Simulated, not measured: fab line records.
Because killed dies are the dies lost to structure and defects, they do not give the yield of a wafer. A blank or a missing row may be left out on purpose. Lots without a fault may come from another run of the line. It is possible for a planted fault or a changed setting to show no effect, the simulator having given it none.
Struck lot and sound lot, side by side :: flow nand_harc :: 15 out of 1159 route steps
Sound: these wafers, L801.1, L801.2, L801.6. Struck: wafers L806.3, L806.4, L806.6. Last of all comes the cause.
Order at every step that has rows: each side's tool, ch and its chambers, its first start. Under that, the readings that differ: sound wafers :: struck wafers :: difference of the means :: sigmas: that difference in standard deviations of wafers without a fault.
alike: readings with means less than 2 such deviations apart, plus words and numbers identical on both sides. not compared: withheld readings, readings lacking a value on some wafer, bounds such as >300 that could conceal the same value, and numbers that have no deviation in the record and whose values overlap.
A row with sigmas, a row that says differs or no value, or rows on one side alone: a step with any of these is where the two part. When numbers do not overlap yet have no deviation, they are printed without sigmas and do not part them. A reading that every wafer of one side lacks parts them only if that side has two wafers or more.

first, 4 steps without rows for these wafers: NHARC_P_GATE_EBR_22; NHARC_P_GATE_EXPOSE_23 (exposes mask P GATE, target cd 120 nm); NHARC_P_GATE_PEB_24 (peb time 65 s); NHARC_P_GATE_DEVELOP_25 (develop time 35 s).
NHARC_P_GATE_CD_MEAS_26: the cd target is 120 nm.
  sound on cd_sem-01 ch 0, day 8 13:59; struck on cd_sem-02 ch 0, day 9 03:50
  alike: cd_nm
NHARC_P_GATE_OVL_MEAS_27:
  sound on overlay-02, day 8 14:05; struck on overlay-01, day 9 03:55
  alike: overlay_x_nm, overlay_y_nm
NHARC_P_GATE_INSPECT_28:
  sound on defect_inspect-01, day 8 14:07; struck on defect_inspect-02, day 9 03:57
  alike: raw_defect_count
NHARC_P_GATE_DESCUM_31: chemistry O2, time 3 s.
  sound on rie_diel-13 ch 0,2,3, day 8 14:11; struck on rie_diel-13 ch 0,2,3, day 9 04:23
  alike: drypump_motor_current_A, mfc_ar_sccm, oes_product_au, rf_vpp_V, showerhead_plenum_p_Torr, throttle_valve_pct
  not compared: rf_hours_counter_h
NHARC_P_GATE_ETCH_104: etches the open film in CF4/CHF3, target depth 60 nm.
  sound on rie_diel-13 ch 0,2,3, day 8 14:16; struck on rie_diel-13 ch 1,2, day 9 04:40
  alike: drypump_motor_current_A, mfc_ar_sccm, oes_product_au, rf_vpp_V, showerhead_plenum_p_Torr, throttle_valve_pct
NHARC_P_GATE_HM_OPEN_105: chemistry O2/COS, target depth 360 nm.
  sound on rie_diel-13 ch 0,2; struck on rie_diel-13 ch 2,3
  alike: drypump_motor_current_A, mfc_ar_sccm, oes_product_au, rf_vpp_V, showerhead_plenum_p_Torr, throttle_valve_pct
  not compared: rf_hours_counter_h
then, 1 step without rows for these wafers: NHARC_P_GATE_STRIP_106 (strips in O2/COS).
NHARC_P_GATE_ETCH_114: etches the open film in CF4/O2, target depth 30 nm, overetch 3 nm, time 16.5 s.
  sound on rie_diel-13 ch 1,2,3; struck on rie_diel-13 ch 1,2,3
  alike: drypump_motor_current_A, mfc_ar_sccm, oes_product_au, rf_vpp_V, showerhead_plenum_p_Torr, throttle_valve_pct
  not compared: rf_hours_counter_h
NHARC_P_GATE_ETCH_32: etches the open film in HBr/Cl2, target depth 150 nm, time 100.1 s.
  sound on rie_si-04 ch 0,1,3, day 8 14:40; struck on rie_si-04 ch 1,2,3, day 9 05:20
reading: mfc_cl2_sccm (sccm)
sound: 50.32 49.96 50.00
struck: 25.06 25.15 25.11
difference: -24.99
sigmas: -99 or more

reading: throttle_valve_pct (%)
sound: 26.392 26.406 26.405
struck: 24.902 24.914 24.908
difference: -1.493
sigmas: -99 or more
  alike: drypump_motor_current_A, oes_product_au
  not compared: rf_hours_counter_h
NHARC_P_GATE_STRIP_108: strips in O2.
  sound on rie_diel-13 ch 0,1,3, day 8 14:50; struck on rie_diel-13 ch 0,1,2, day 9 05:31
  alike: drypump_motor_current_A, mfc_ar_sccm, oes_product_au, rf_vpp_V, showerhead_plenum_p_Torr, throttle_valve_pct
  not compared: rf_hours_counter_h
-- record jumps: 17 days between struck wafers' starts before vs after; left off in module P_GATE, resumes in module END, first step shown is number 1159 of the route --
NHARC_END_SORT_01:
  at this point the record logs the struck wafers (prober-02 ch 0, day 25 19:44) and has no rows for the sound ones

== WHERE THEY PART ==
Earliest at NHARC_P_GATE_ETCH_32; latest, in this record, at NHARC_END_SORT_01.

WHY: what had been put in by the simulator
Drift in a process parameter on rie_si-04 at NHARC_P_GATE_ETCH_32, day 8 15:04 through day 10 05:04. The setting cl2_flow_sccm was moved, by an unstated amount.
